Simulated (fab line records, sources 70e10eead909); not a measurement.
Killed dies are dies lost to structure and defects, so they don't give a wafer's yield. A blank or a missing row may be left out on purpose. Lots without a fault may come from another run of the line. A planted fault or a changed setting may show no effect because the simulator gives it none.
fab line records | flow nand_harc
record lots=24 wafers=72 last_day=25
route steps=1159 shown A_STAIRCASE@616
lots that met no fault: from a run of the same line without faults
start_h: hours from the record's first day to the start of the lot's first wafer shown | wait_h: hours since the lot's step before | " the same as in the row above | L1.1+2: a row that stands for several wafers | - no value, or no start given | * or withheld: withheld | < > ~ a bound
route shown NAME@n: a module of which the file shows steps, and the number in the route of the first | usual: mean/standard deviation of fault-free wafers | same: alike in all rows | chamber/n: place in a boat | sites: the reading at each site | _std_site: their standard deviation | _edge_site: outer sites' mean less inner sites' | radius_mm: how far each site lies from the wafer's centre | mask NAME#n: copy n | behind: the tool/chamber that last shaped the wafer | hold: why the lot was held/for how many hours/how that ended | device: the transistor (n, p or np) that didn't switch | end of line: the same wafers' tests at the end of the route | a step without rows: its recipe alone | killed: dies lost to structure and defects at the first sort, not the wafer's yield | map: a wafer's dies, x killed, . not, _ none there
set.NAME: the setting as run; set.NAME@STEP: as run at that earlier step | model.NAME: the simulator's own value behind a step, which no gauge read
steps of the route over a sample of lots; a table a step, a row a wafer
services: from which hour (start_h, from the record's first day; less than 0 if before it) a tool's chamber was out of use, for how many hours, and why
## steps
# step NHARC_A_STAIRCASE_TRIM_222
# recipe time_s=211.2 o2_flow_sccm=500 ar_flow_sccm=0 bias_w=0 chemistry=O2
# usual drypump_motor_current_A=5.7/0.58 oes_product_au=1.003/0.014 rf_vpp_V=57.6/0.82 showerhead_plenum_p_Torr=3.47/0.15 throttle_valve_pct=17.037/0.01
# columns lot.wafer tool chamber start_h wait_h drypump_motor_current_A oes_product_au rf_hours_counter_h rf_vpp_V showerhead_plenum_p_Torr throttle_valve_pct
L074.4 rie_diel-07 0 - - 5.3 1.023 1 57.7 3.31 17.042
L074.2 " 1 " " 6.4 1.022 1 58.4 3.65 17.045
L074.3 " 2 " " 6.7 0.991 1 57.6 3.49 17.046
L075.1 rie_diel-01 3 - - 4.9 1.005 39 57.2 3.42 17.027
L075.4 " 0 " " 6.6 0.997 39 57.7 3.32 17.045
L075.3 " 2 " " 5.7 1.025 44 57.5 3.40 17.031
L077.3 rie_diel-11 1 - - 5.1 1.007 23 56.5 3.35 17.044
L077.1 " 2 " " 5.1 1.008 17 56.5 3.40 17.037
L077.5 " 0 " " 6.0 0.969 - 58.9 3.61 17.040
L079.1 rie_diel-01 0 - - 6.6 0.996 42 56.7 3.32 17.044
L079.5 " 3 " " 4.9 1.012 - 55.9 3.42 17.007
L079.4 " 2 " " 5.7 1.026 - 58.4 3.40 17.047
L076.1 rie_diel-07 0 - - 5.3 1.004 10 57.9 3.30 17.056
L076.3 " 3 " " 5.4 1.004 10 59.1 3.77 17.038
L076.6 " 0 " " 5.3 1.018 - 57.1 3.30 17.030
L078.2 rie_diel-01 1 - - 5.2 1.020 46 58.2 3.60 17.053
L078.6 " 1 " " 5.2 1.019 - 58.1 3.60 17.053
L078.5 " 2 " " 5.7 1.023 - 58.3 3.40 17.014
L080.2 rie_diel-07 0 - - 5.3 1.005 12 57.7 3.30 17.034
L080.5 " 3 " " 5.4 0.991 - 56.5 3.77 17.044
L080.6 " 1 " " 6.4 1.011 - 57.1 3.64 17.021
L082.1 rie_diel-11 3 - - 5.5 1.015 35 56.9 3.37 17.036
L082.2 " 2 " " 5.1 0.998 33 57.0 3.39 17.038
L082.6 " 0 " " 6.0 0.979 - 57.9 3.60 17.039
L081.2 rie_diel-11 1 - - 5.1 1.006 39 57.4 3.34 17.043
L081.5 " 3 " " 5.5 1.012 - 58.0 3.37 17.032
L081.6 " 0 " " 6.1 0.971 - 58.2 3.60 17.030
L084.1 rie_diel-01 1 - - 5.2 1.020 58 56.5 3.59 17.039
L084.6 " 2 " " 5.7 1.018 - 57.2 3.39 17.038
L084.5 " 3 " " 4.9 1.009 - 56.7 3.41 17.034
L083.3 rie_diel-11 0 - - 6.0 0.977 39 59.3 3.60 17.051
L083.4 " 3 " " 5.5 1.013 40 56.9 3.37 17.045
L083.5 " 0 " " 6.0 0.985 - 58.4 3.60 17.044
L085.2 rie_diel-11 3 - - 5.5 1.018 41 57.8 3.37 17.037
L085.4 " 0 " " 6.0 0.996 41 59.5 3.60 17.030
L085.3 " 1 " " 5.1 1.011 44 56.5 3.34 17.041
L086.4 rie_diel-11 3 - - 5.6 1.015 53 57.7 3.36 17.048
L086.3 " 1 " " 5.1 1.013 54 57.6 3.33 17.032
L086.6 " 2 " " 5.1 0.998 - 57.6 3.38 17.020
L087.3 rie_diel-07 0 - - 5.3 1.025 32 58.2 3.29 17.038
L087.2 " 1 " " 6.4 1.000 31 58.1 3.63 17.054
L087.4 " 2 " " 6.8 1.000 27 58.0 3.47 17.046
L089.4 rie_diel-11 3 - - 5.5 1.017 55 57.6 3.36 17.045
L089.3 " 0 " " 6.0 0.980 52 56.9 3.59 17.041
L089.5 " 3 " " 5.6 1.017 - 57.3 3.36 17.031
L088.2 rie_diel-07 2 - - 6.8 0.991 27 57.9 3.47 17.021
L088.6 " 1 " " 6.4 1.007 - 56.4 3.63 17.044
L088.5 " 2 " " 6.7 1.002 - 57.3 3.47 17.038
L090.3 rie_diel-01 3 - - 4.9 0.991 6 56.9 3.41 17.036
L090.4 " 0 " " 6.6 1.016 6 56.9 3.31 17.036
L090.1 " 2 " " 5.7 1.000 4 57.0 3.39 17.039
L092.1 rie_diel-07 0 - - 5.3 1.009 39 56.2 3.29 17.035
L092.2 " 1 " " 6.4 1.005 37 58.5 3.63 17.021
L092.5 " 2 " " 6.7 0.986 - 58.3 3.47 17.034
L091.2 rie_diel-11 1 - - 5.1 1.005 63 56.8 3.33 17.040
L091.3 " 2 " " 5.1 0.995 60 56.3 3.38 17.042
L091.4 " 3 " " 5.5 1.016 61 57.5 3.36 17.016
L093.4 rie_diel-11 2 - - 5.1 0.994 63 57.2 3.38 17.032
L093.2 " 0 " " 6.0 0.977 61 57.0 3.59 17.028
L093.5 " 1 " " 5.1 1.015 - 57.0 3.33 17.043
L094.1 rie_diel-07 1 - - 6.4 1.005 41 57.9 3.63 17.048
L094.3 " 3 " " 5.4 0.994 45 56.8 3.75 17.038
L094.5 " 0 " " 5.3 1.019 - 56.7 3.28 17.050
L095.4 rie_diel-07 0 - - 5.3 1.020 45 58.4 3.28 17.045
L095.2 " 1 " " 6.4 1.002 44 57.5 3.63 17.035
L095.6 " 3 " " 5.4 0.986 - 58.1 3.75 17.029
L096.1 rie_diel-01 2 - - 5.7 1.025 15 58.9 3.38 17.068
L096.3 " 0 " " 6.6 1.006 17 57.9 3.30 17.026
L096.5 " 3 " " 4.9 0.996 - 57.7 3.40 17.035
L097.2 rie_diel-07 0 - - 5.3 1.014 47 57.6 3.28 17.035
L097.3 " 1 " " 6.4 0.991 46 57.8 3.62 17.035
L097.4 " 3 " " 5.4 0.997 50 58.2 3.75 17.025
# step NHARC_A_STAIRCASE_TRIM_229
# recipe time_s=211.2 o2_flow_sccm=500 ar_flow_sccm=0 bias_w=0 chemistry=O2
# usual drypump_motor_current_A=5.6/0.61 oes_product_au=1.004/0.013 rf_vpp_V=57.5/0.81 showerhead_plenum_p_Torr=3.45/0.13 throttle_valve_pct=17.036/0.0083
# columns lot.wafer tool chamber start_h wait_h drypump_motor_current_A oes_product_au rf_hours_counter_h rf_vpp_V showerhead_plenum_p_Torr throttle_valve_pct
L074.2 rie_diel-01 3 241.73 0.1 4.9 1.007 34 56.4 3.42 17.032
L074.4 " 0 " " 6.6 0.992 35 55.9 3.32 17.039
L074.3 " 2 " " 5.7 1.015 38 58.8 3.41 17.024
L075.3 rie_diel-01 3 259.19 0.1 4.9 1.014 40 56.3 3.42 17.022
L075.1 " 0 " " 6.6 0.999 40 58.0 3.32 17.035
L075.4 " 1 " " 5.2 1.011 44 57.9 3.60 17.034
L077.3 rie_diel-11 3 259.39 0.1 5.5 1.019 22 57.5 3.38 17.045
L077.1 " 1 " " 5.1 1.019 24 57.1 3.35 17.039
L077.5 " 0 " " 6.0 0.990 - 58.8 3.61 17.029
L079.1 rie_diel-01 2 263.36 0.1 5.7 1.011 46 57.6 3.40 17.023
L079.4 " 0 " " 6.6 0.994 - 58.0 3.32 17.042
L079.5 " 2 " " 5.7 1.013 - 57.7 3.40 17.022
L076.1 rie_diel-07 2 263.47 0.1 6.7 0.994 11 58.7 3.48 17.046
L076.3 " 3 " " 5.4 1.004 10 58.5 3.77 17.043
L076.6 " 2 " " 6.8 0.992 - 56.8 3.48 17.038
L078.2 rie_diel-01 3 268.46 0.1 4.9 1.007 44 57.0 3.42 17.034
L078.6 " 1 " " 5.3 1.010 - 57.2 3.60 17.036
L078.5 " 2 " " 5.7 1.016 - 58.2 3.40 17.036
L080.2 rie_diel-01 3 270.25 0.1 4.9 1.000 44 56.9 3.42 17.016
L080.5 " 1 " " 5.3 1.024 - 57.3 3.60 17.044
L080.6 " 2 " " 5.7 1.029 - 56.6 3.40 17.036
L082.1 rie_diel-11 0 294.30 0.1 6.0 0.970 36 57.1 3.60 17.022
L082.2 " 2 " " 5.1 0.995 33 57.1 3.39 17.039
L082.6 " 1 " " 5.1 0.995 - 58.6 3.34 17.025
L081.2 rie_diel-07 3 294.37 0.1 5.4 0.988 23 58.2 3.76 17.039
L081.5 " 3 " " 5.4 1.001 - 59.0 3.76 17.032
L081.6 " 0 " " 5.3 1.020 - 57.5 3.30 17.038
L084.1 rie_diel-07 1 307.32 0.1 6.4 1.009 25 56.9 3.64 17.034
L084.6 " 1 " " 6.4 1.011 - 58.8 3.64 17.039
L084.5 " 2 " " 6.8 1.005 - 56.7 3.48 17.051
L083.3 rie_diel-01 2 307.85 0.1 5.7 1.037 59 58.0 3.39 17.051
L083.4 " 1 " " 5.2 1.018 59 57.0 3.59 17.035
L083.5 " 3 " " 4.9 1.012 - 55.3 3.41 17.037
L085.2 rie_diel-01 3 312.16 0.1 4.9 1.003 55 58.6 3.41 17.023
L085.3 " 0 " " 6.6 0.998 54 57.0 3.31 17.040
L085.4 " 2 " " 5.8 1.011 60 56.8 3.39 17.031
L086.4 rie_diel-11 3 334.89 0.1 5.5 1.024 53 57.6 3.36 17.043
L086.3 " 1 " " 5.1 1.014 54 58.3 3.33 17.028
L086.6 " 2 " " 5.1 1.004 - 57.9 3.38 17.043
L087.3 rie_diel-11 0 335.11 0.1 6.0 0.978 50 56.9 3.59 17.036
L087.2 " 1 " " 5.0 1.008 54 58.1 3.33 17.043
L087.4 " 3 " " 5.5 1.024 53 57.9 3.36 17.050
L089.4 rie_diel-11 2 340.12 0.1 5.1 0.990 54 57.1 3.38 17.045
L089.3 " 3 " " 5.4 1.007 55 56.5 3.36 17.026
L089.5 " 0 " " 6.0 0.975 - 58.5 3.59 17.062
L088.2 rie_diel-11 2 340.95 0.1 5.1 1.009 54 57.9 3.38 17.042
L088.5 " 2 " " 5.1 1.004 - 56.9 3.38 17.038
L088.6 " 3 " " 5.5 1.029 - 55.0 3.36 17.049
L090.1 rie_diel-01 2 349.71 0.1 5.7 1.006 5 56.8 3.39 17.027
L090.4 " 3 " " 4.9 0.994 8 57.7 3.41 17.036
L090.3 " 0 " " 6.6 1.009 7 57.5 3.31 17.030
L092.1 rie_diel-01 2 355.31 0.1 5.7 1.022 8 57.5 3.39 17.031
L092.2 " 1 " " 5.2 0.999 11 58.1 3.59 17.022
L092.5 " 2 " " 5.7 1.012 - 56.3 3.39 17.034
L091.2 rie_diel-07 1 357.17 0.1 6.4 1.005 38 57.5 3.63 17.028
L091.4 " 2 " " 6.8 0.987 35 58.1 3.47 17.039
L091.3 " 3 " " 5.4 0.988 42 57.7 3.75 17.024
L093.2 rie_diel-11 1 362.01 0.1 5.1 1.013 66 56.7 3.33 17.032
L093.4 " 2 " " 5.1 0.993 63 56.1 3.38 17.023
L093.5 " 3 " " 5.5 1.009 - 56.4 3.35 17.031
L094.3 rie_diel-01 0 365.23 0.1 6.6 1.005 15 57.3 3.31 17.031
L094.1 " 3 " " 4.9 0.989 15 57.8 3.40 17.037
L094.5 " 0 " " 6.6 1.007 - 57.6 3.31 17.030
L095.4 rie_diel-01 0 369.61 0.1 6.6 1.005 17 56.5 3.30 17.041
L095.2 " 1 " " 5.3 1.007 18 58.3 3.58 17.038
L095.6 " 3 " " 4.9 0.988 - 57.2 3.40 17.040
L096.3 rie_diel-07 1 370.82 0.2 6.4 0.998 44 58.1 3.62 17.033
L096.1 " 3 " " 5.4 0.992 49 59.7 3.75 17.033
L096.5 " 0 " " 5.3 1.017 - 56.6 3.28 17.047
L097.4 rie_diel-01 2 374.64 0.1 5.7 1.011 17 58.8 3.38 17.050
L097.3 " 3 " " 4.9 0.986 20 57.9 3.40 17.024
L097.2 " 0 " " 6.6 1.006 20 56.9 3.30 17.044
# step NHARC_A_STAIRCASE_STRIP_295
# recipe o2_flow_sccm=500 ar_flow_sccm=0 bias_w=0 chemistry=O2
# usual drypump_motor_current_A=5.7/0.59 oes_product_au=1.002/0.013 rf_vpp_V=57.7/0.81 showerhead_plenum_p_Torr=3.47/0.15 throttle_valve_pct=17.036/0.0092
# columns lot.wafer tool chamber start_h wait_h drypump_motor_current_A oes_product_au rf_hours_counter_h rf_vpp_V showerhead_plenum_p_Torr throttle_valve_pct
L074.2 rie_diel-07 2 - - 6.8 0.987 5 57.6 3.49 17.037
L074.4 " 3 " " 5.4 0.989 4 58.0 3.78 17.027
L074.3 " 0 " " 5.3 1.018 4 58.2 3.30 17.015
L075.4 rie_diel-07 1 - - 6.3 1.011 12 57.0 3.64 17.038
L075.3 " 2 " " 6.7 1.003 12 58.1 3.48 17.018
L075.1 " 3 " " 5.4 1.006 12 57.5 3.77 17.044
L077.3 rie_diel-11 2 - - 5.1 1.007 22 57.7 3.40 17.017
L077.1 " 0 " " 6.0 0.982 27 58.3 3.61 17.016
L077.5 " 3 " " 5.5 1.011 - 56.6 3.37 17.035
L076.1 rie_diel-07 0 - - 5.3 1.021 13 58.7 3.30 17.052
L076.3 " 3 " " 5.4 1.005 13 57.6 3.77 17.038
L076.6 " 3 " " 5.4 0.997 - 57.5 3.77 17.041
L079.4 rie_diel-11 3 - - 5.4 0.999 28 56.1 3.37 17.036
L079.1 " 2 " " 5.1 1.000 23 58.1 3.40 17.042
L079.5 " 3 " " 5.4 1.003 - 57.4 3.37 17.038
L078.2 rie_diel-11 2 - - 5.1 1.003 24 58.4 3.40 17.044
L078.5 " 3 " " 5.5 1.011 - 56.4 3.37 17.044
L078.6 " 0 " " 6.0 0.970 - 57.6 3.61 17.038
L080.2 rie_diel-01 3 - - 4.9 1.001 47 58.0 3.41 17.026
L080.6 " 1 " " 5.3 1.008 - 58.0 3.60 17.055
L080.5 " 2 " " 5.7 1.026 - 56.9 3.40 17.028
L082.1 rie_diel-01 2 - - 5.7 1.021 58 57.3 3.40 17.042
L082.2 " 1 " " 5.3 1.010 57 58.4 3.59 17.028
L082.6 " 3 " " 4.9 1.016 - 56.7 3.41 17.042
L081.2 rie_diel-11 1 - - 5.1 0.999 41 58.7 3.34 17.039
L081.5 " 2 " " 5.1 0.985 - 57.1 3.39 17.032
L081.6 " 3 " " 5.5 1.004 - 58.3 3.37 17.042
L083.3 rie_diel-07 1 - - 6.4 1.011 26 56.7 3.64 17.054
L083.4 " 3 " " 5.4 1.001 27 58.6 3.76 17.028
L083.5 " 2 " " 6.8 1.003 - 57.7 3.48 17.032
L084.1 rie_diel-11 1 - - 5.2 1.008 45 57.2 3.34 17.030
L084.5 " 0 " " 6.0 0.987 - 57.5 3.60 17.021
L084.6 " 1 " " 5.1 1.007 - 56.8 3.34 17.044
L085.2 rie_diel-11 1 - - 5.1 0.999 48 56.0 3.34 17.039
L085.4 " 2 " " 5.1 0.987 45 56.8 3.39 17.049
L085.3 " 3 " " 5.5 1.015 47 56.0 3.36 17.055
L086.4 rie_diel-07 3 - - 5.4 0.995 35 56.1 3.76 17.029
L086.3 " 1 " " 6.4 1.006 32 57.7 3.63 17.029
L086.6 " 3 " " 5.4 1.004 - 58.4 3.76 17.039
L087.2 rie_diel-01 2 - - 5.7 1.004 3 57.8 3.39 17.028
L087.4 " 3 " " 4.9 0.992 6 57.5 3.41 17.040
L087.3 " 0 " " 6.6 1.010 6 57.8 3.31 17.020
L089.3 rie_diel-01 2 - - 5.7 1.018 5 57.4 3.39 17.022
L089.4 " 3 " " 4.9 0.996 8 58.3 3.41 17.032
L089.5 " 0 " " 6.6 0.999 - 57.3 3.31 17.032
L088.2 rie_diel-07 0 - - 5.3 1.031 37 56.8 3.29 17.035
L088.6 " 2 " " 6.8 0.986 - 57.2 3.47 17.032
L088.5 " 3 " " 5.4 0.992 - 58.2 3.76 17.054
L090.1 rie_diel-01 2 - - 5.7 1.014 11 57.8 3.39 17.017
L090.4 " 3 " " 4.9 0.998 14 58.8 3.40 17.033
L090.3 " 0 " " 6.6 0.994 14 57.3 3.31 17.032
L092.1 rie_diel-07 2 - - 6.8 0.988 40 56.8 3.47 17.043
L092.2 " 0 " " 5.3 1.023 45 56.9 3.28 17.042
L092.5 " 1 " " 6.4 1.007 - 58.0 3.62 17.033
L091.2 rie_diel-01 1 - - 5.2 1.008 18 57.9 3.58 17.048
L091.4 " 2 " " 5.7 1.022 15 57.5 3.39 17.043
L091.3 " 0 " " 6.6 1.008 17 57.3 3.30 17.048
L093.4 rie_diel-01 0 - - 6.6 1.001 19 57.9 3.30 17.021
L093.2 " 1 " " 5.3 1.006 19 59.0 3.58 17.035
L093.5 " 0 " " 6.6 1.001 - 56.7 3.30 17.052
L094.3 rie_diel-01 0 - - 6.6 1.022 21 56.9 3.30 17.030
L094.1 " 1 " " 5.3 0.995 21 57.0 3.58 17.028
L094.5 " 1 " " 5.3 0.996 - 58.6 3.58 17.038
L095.2 rie_diel-11 0 - - 6.0 0.993 1 57.6 3.58 17.042
L095.4 " 2 " " 5.1 1.001 0 57.6 3.37 17.030
L095.6 " 0 " " 6.1 0.988 - 56.2 3.58 17.038
L096.1 rie_diel-07 3 - - 5.4 0.985 52 58.6 3.75 17.037
L096.3 " 0 " " 5.3 1.025 49 58.1 3.28 17.037
L096.5 " 0 " " 5.3 1.024 - 58.0 3.28 17.028
L097.3 rie_diel-07 0 - - 5.3 1.012 51 56.5 3.28 17.036
L097.2 " 1 " " 6.4 0.997 51 57.5 3.62 17.040
L097.4 " 3 " " 5.4 0.994 54 60.1 3.75 17.046
# step NHARC_A_STAIRCASE_ETCH_315
# recipe target_depth_a=25000 time_s=607.1 ion_energy_ev=800 c4f8_flow_sccm=80 o2_flow_sccm=60 ar_flow_sccm=withheld rf_w=600 bias_w=3000 chemistry=C4F8/O2/Ar
# usual oes_product_au=0.934/0.013 rf_vpp_V=1823/12
# columns lot.wafer tool chamber start_h wait_h oes_product_au rf_hours_counter_h rf_vpp_V
L074.4 rie_diel-07 0 - - 0.935 7 1811
L074.3 " 1 " " 0.943 7 1835
L074.2 " 3 " " 0.935 7 1844
L075.1 rie_diel-07 1 - - 0.937 14 1837
L075.3 " 3 " " 0.932 14 1843
L075.4 " 3 " " 0.936 - 1842
L077.1 rie_diel-11 1 - - 0.932 30 1814
L077.3 " 3 " " 0.935 28 1815
L077.5 " 1 " " 0.922 - 1813
L076.1 rie_diel-01 2 - - 0.955 51 1816
L076.3 " 1 " " 0.942 49 1831
L076.6 " 3 " " 0.938 - 1817
L079.1 rie_diel-01 0 - - 0.937 46 1812
L079.4 " 1 " " 0.934 50 1832
L079.5 " 1 " " 0.936 - 1833
L078.2 rie_diel-07 0 - - 0.950 18 1809
L078.5 " 0 " " 0.961 - 1810
L078.6 " 1 " " 0.932 - 1835
L080.2 rie_diel-07 1 - - 0.941 20 1835
L080.5 " 2 " " 0.942 - 1823
L080.6 " 3 " " 0.932 - 1844
L082.1 rie_diel-01 1 - - 0.939 59 1832
L082.2 " 3 " " 0.948 55 1819
L082.6 " 2 " " 0.956 - 1818
L081.2 rie_diel-11 1 - - 0.920 44 1813
L081.5 " 0 " " 0.912 - 1832
L081.6 " 1 " " 0.929 - 1813
L083.4 rie_diel-07 1 - - 0.930 28 1835
L083.3 " 2 " " 0.924 23 1824
L083.5 " 0 " " 0.943 - 1810
L084.1 rie_diel-11 2 - - 0.916 45 1816
L084.6 " 0 " " 0.914 - 1832
L084.5 " 1 " " 0.936 - 1812
L085.3 rie_diel-01 0 - - 0.944 0 1810
L085.4 " 2 " " 0.945 0 1818
L085.2 " 3 " " 0.939 0 1819
L086.4 rie_diel-07 1 - - 0.935 34 1834
L086.3 " 2 " " 0.927 31 1823
L086.6 " 3 " " 0.929 - 1842
L087.4 rie_diel-11 3 - - 0.936 58 1814
L087.2 " 0 " " 0.901 55 1831
L087.3 " 1 " " 0.940 60 1812
L089.3 rie_diel-01 1 - - 0.941 11 1832
L089.4 " 3 " " 0.921 12 1817
L089.5 " 2 " " 0.924 - 1816
L088.2 rie_diel-07 2 - - 0.915 35 1823
L088.5 " 2 " " 0.909 - 1825
L088.6 " 3 " " 0.914 - 1843
L090.3 rie_diel-01 3 - - 0.915 18 1816
L090.1 " 0 " " 0.934 18 1811
L090.4 " 2 " " 0.944 16 1816
L092.1 rie_diel-01 1 - - 0.927 19 1830
L092.2 " 2 " " 0.939 17 1816
L092.5 " 3 " " 0.922 - 1819
L091.2 rie_diel-07 2 - - 0.914 44 1823
L091.3 " 3 " " 0.930 50 1842
L091.4 " 0 " " 0.951 48 1807
L093.2 rie_diel-07 2 - - 0.936 45 1823
L093.4 " 1 " " 0.930 48 1834
L093.5 " 3 " " 0.933 - 1843
L094.3 rie_diel-07 3 - - 0.923 55 1842
L094.1 " 0 " " 0.945 52 1810
L094.5 " 3 " " 0.918 - 1842
L095.4 rie_diel-01 3 - - 0.940 24 1816
L095.2 " 0 " " 0.934 24 1810
L095.6 " 3 " " 0.927 - 1819
L096.1 rie_diel-07 0 - - 0.948 52 1807
L096.3 " 1 " " 0.934 51 1834
L096.5 " 1 " " 0.940 - 1833
L097.3 rie_diel-07 0 - - 0.952 53 1807
L097.2 " 1 " " 0.926 52 1833
L097.4 " 2 " " 0.932 49 1823
# step NHARC_A_STAIRCASE_ALD_415
# recipe target_thk_a=300 pulse_time_s=6 ald_cycles=300 temp_c=300 material=SiO2
# usual heater_power_w=472/57 precursor_pulse_height_rel=0.999/0.021
# columns lot.wafer tool chamber start_h wait_h heater_power_w precursor_pulse_height_rel
L074.3 ald_hk-03 2 257.64 0.5 476 1.001
L074.4 " 3 " " 487 1.002
L074.2 " 0 " " 584 1.018
L077.3 ald_hk-04 0 276.77 0.1 436 1.003
L077.1 " 3 " " 566 1.000
L077.5 " 1 " " 460 1.027
L075.3 ald_hk-03 0 277.19 0.1 578 0.976
L075.1 " 2 " " 470 1.006
L075.4 " 3 " " 504 0.955
L076.1 ald_hk-04 2 278.97 0.1 488 0.994
L076.3 " 3 " " 577 1.007
L076.6 " 2 " " 481 0.982
L079.4 ald_hk-01 0 282.45 0.5 513 1.019
L079.1 " 1 " " 385 0.981
L079.5 " 3 " " 450 0.984
L078.2 ald_hk-01 1 284.98 0.3 364 0.971
L078.6 " 0 " " 509 1.031
L078.5 " 1 " " 380 0.987
L080.2 ald_hk-01 2 286.52 0.1 427 1.016
L080.6 " 2 " " 427 1.015
L080.5 " 3 " " 448 1.028
L082.2 ald_hk-01 0 312.37 0.5 541 1.021
L082.1 " 1 " " 379 0.990
L082.6 " 3 " " 450 1.029
L081.2 ald_hk-01 1 313.77 1.7 381 1.004
L081.6 " 3 " " 457 0.992
L081.5 " 0 " " 528 0.995
L083.3 ald_hk-01 1 322.68 0.5 374 0.996
L083.4 " 2 " " 429 0.996
L083.5 " 3 " " 450 1.034
L084.1 ald_hk-04 2 322.90 0.1 475 1.023
L084.6 " 2 " " 482 0.960
L084.5 " 3 " " 570 0.980
L085.4 ald_hk-01 3 327.73 0.3 460 0.997
L085.3 " 0 " " 526 0.956
L085.2 " 1 " " 387 1.048
L086.4 ald_hk-01 1 349.84 0.5 373 0.990
L086.3 " 2 " " 433 0.977
L086.6 " 0 " " 526 0.987
L087.3 ald_hk-04 0 350.91 0.1 424 1.004
L087.2 " 2 " " 480 0.999
L087.4 " 3 " " 567 0.998
L089.3 ald_hk-03 3 357.10 0.3 477 0.982
L089.4 " 1 " " 443 0.996
L089.5 " 2 " " 445 0.996
L088.2 ald_hk-01 1 357.33 0.3 389 1.011
L088.5 " 0 " " 518 1.003
L088.6 " 1 " " 392 1.000
L090.3 ald_hk-01 0 371.59 0.1 540 0.986
L090.1 " 1 " " 382 1.004
L090.4 " 2 " " 431 0.984
L092.2 ald_hk-03 1 376.59 0.5 451 0.979
L092.1 " 2 " " 452 0.991
L092.5 " 3 " " 486 0.952
L091.4 ald_hk-01 2 377.58 0.1 438 0.995
L091.2 " 3 " " 455 1.008
L091.3 " 1 " " 385 1.021
L093.4 ald_hk-03 1 381.10 0.5 457 0.994
L093.2 " 2 " " 467 0.988
L093.5 " 0 " " 587 0.999
L095.2 ald_hk-01 3 388.63 0.1 437 1.022
L095.4 " 1 " " 389 0.999
L095.6 " 0 390.90 2.4 544 0.995
L094.3 ald_hk-03 2 388.96 0.5 464 0.997
L094.1 " 3 " " 487 1.027
L094.5 " 1 " " 452 1.010
L096.1 ald_hk-04 0 389.73 0.3 425 0.971
L096.3 " 1 " " 468 1.019
L096.5 " 0 " " 408 0.975
L097.3 ald_hk-03 2 391.81 0.1 451 0.991
L097.4 " 3 " " 493 0.997
L097.2 " 1 " " 462 0.983
# step NHARC_A_STAIRCASE_ALD_420
# recipe target_thk_a=200 pulse_time_s=6 ald_cycles=200 temp_c=300 material=SiO2
# usual heater_power_w=471/59 precursor_pulse_height_rel=0.999/0.019
# columns lot.wafer tool chamber start_h wait_h heater_power_w precursor_pulse_height_rel
L074.4 ald_hk-03 0 261.19 - 569 1.012
L074.2 " 1 " " 456 0.964
L074.3 " 2 " " 471 0.960
L076.3 ald_hk-03 0 282.96 - 572 1.007
L076.1 " 1 " " 464 1.026
L076.6 " 0 " " 602 1.029
L077.1 ald_hk-04 1 283.12 - 470 1.010
L077.3 " 2 " " 476 0.982
L077.5 " 0 " " 435 0.966
L075.1 ald_hk-01 2 283.38 - 441 0.998
L075.3 " 3 " " 445 1.006
L075.4 " 1 " " 372 0.993
L079.1 ald_hk-01 1 288.03 - 387 1.017
L079.4 " 3 " " 455 1.050
L079.5 " 1 " " 376 1.003
L078.2 ald_hk-04 3 290.85 - 577 1.001
L078.6 " 3 " " 577 1.016
L078.5 " 0 " " 440 1.021
L080.2 ald_hk-01 0 291.17 - 531 0.983
L080.5 " 2 " " 421 1.002
L080.6 " 3 " " 443 0.986
L082.1 ald_hk-04 2 319.93 - 470 1.019
L082.2 " 1 " " 459 1.001
L082.6 " 2 " " 461 1.014
L081.2 ald_hk-01 2 320.50 2.6 429 1.008
L081.5 " 2 " " 444 1.017
L081.6 " 3 " " 456 0.994
L084.1 ald_hk-04 3 328.67 - 579 0.994
L084.5 " 1 " " 471 0.994
L084.6 " 2 " " 461 1.000
L083.4 ald_hk-01 0 328.89 0.6 533 1.020
L083.3 " 1 " " 387 1.024
L083.5 " 0 " " 535 1.002
L085.3 ald_hk-01 0 333.56 - 529 1.001
L085.4 " 1 " " 383 1.004
L085.2 " 2 " " 443 0.990
L086.3 ald_hk-01 1 355.82 - 385 1.005
L086.4 " 3 " " 469 0.979
L086.6 " 2 " " 428 0.982
L087.2 ald_hk-04 0 355.83 - 418 1.007
L087.4 " 1 " " 472 1.035
L087.3 " 3 " " 570 1.010
L089.4 ald_hk-04 0 363.21 - 428 0.976
L089.3 " 1 " " 456 0.997
L089.5 " 3 " " 575 0.991
L088.2 ald_hk-01 3 363.21 - 455 0.976
L088.6 " 1 " " 380 1.011
L088.5 " 2 " " 436 0.998
L090.4 ald_hk-04 0 379.15 - 415 1.007
L090.1 " 1 " " 455 0.996
L090.3 " 2 " " 459 0.997
L092.2 ald_hk-04 2 382.18 - 457 1.030
L092.1 " 0 " " 414 0.995
L092.5 " 3 " " 563 0.979
L091.4 ald_hk-03 0 382.19 - 577 1.007
L091.3 " 1 " " 458 0.996
L091.2 " 2 " " 461 1.021
L093.4 ald_hk-01 1 386.72 - 383 0.976
L093.2 " 0 " " 523 1.001
L093.5 " 2 " " 440 0.988
L094.3 ald_hk-04 3 394.84 - 586 1.045
L094.1 " 1 " " 462 0.987
L094.5 " 0 " " 407 0.985
L095.2 ald_hk-03 0 395.00 - 582 0.971
L095.4 " 2 " " 458 0.990
L095.6 " 0 " " 577 0.952
L096.3 ald_hk-01 3 395.17 - 458 0.985
L096.1 " 0 " " 532 1.024
L096.5 " 2 " " 420 0.982
L097.3 ald_hk-03 3 397.98 - 487 0.996
L097.2 " 0 " " 580 1.010
L097.4 " 1 " " 449 0.967
## services
# columns tool chamber start_h hours kind
rie_diel-11 2 228.09 10.0 repair
rie_diel-07 - 228.46 9.0 pm
rie_diel-07 0 228.46 9.0 vent_cycle
rie_diel-07 1 228.46 9.0 vent_cycle
rie_diel-07 2 228.46 9.0 vent_cycle
rie_diel-07 3 228.46 9.0 vent_cycle
rie_diel-01 - 228.51 2.2 repair
ald_hk-01 - 228.83 10.0 pm
rie_diel-07 0 237.46 - clean
rie_diel-07 1 237.46 - clean
rie_diel-07 2 237.46 - clean
rie_diel-07 3 237.46 - clean
rie_diel-01 1 261.53 5.9 repair
rie_diel-07 0 262.04 - clean
rie_diel-07 1 262.04 - clean
rie_diel-07 2 262.04 - clean
rie_diel-07 3 262.04 - clean
rie_diel-07 2 267.40 10.3 repair
rie_diel-01 - 314.91 9.0 pm
ald_hk-03 - 326.14 10.0 pm
rie_diel-01 2 331.12 8.1 repair
rie_diel-07 - 335.76 2.1 repair
ald_hk-04 - 368.79 10.0 pm
rie_diel-11 - 369.76 9.0 pm
## key
fault none
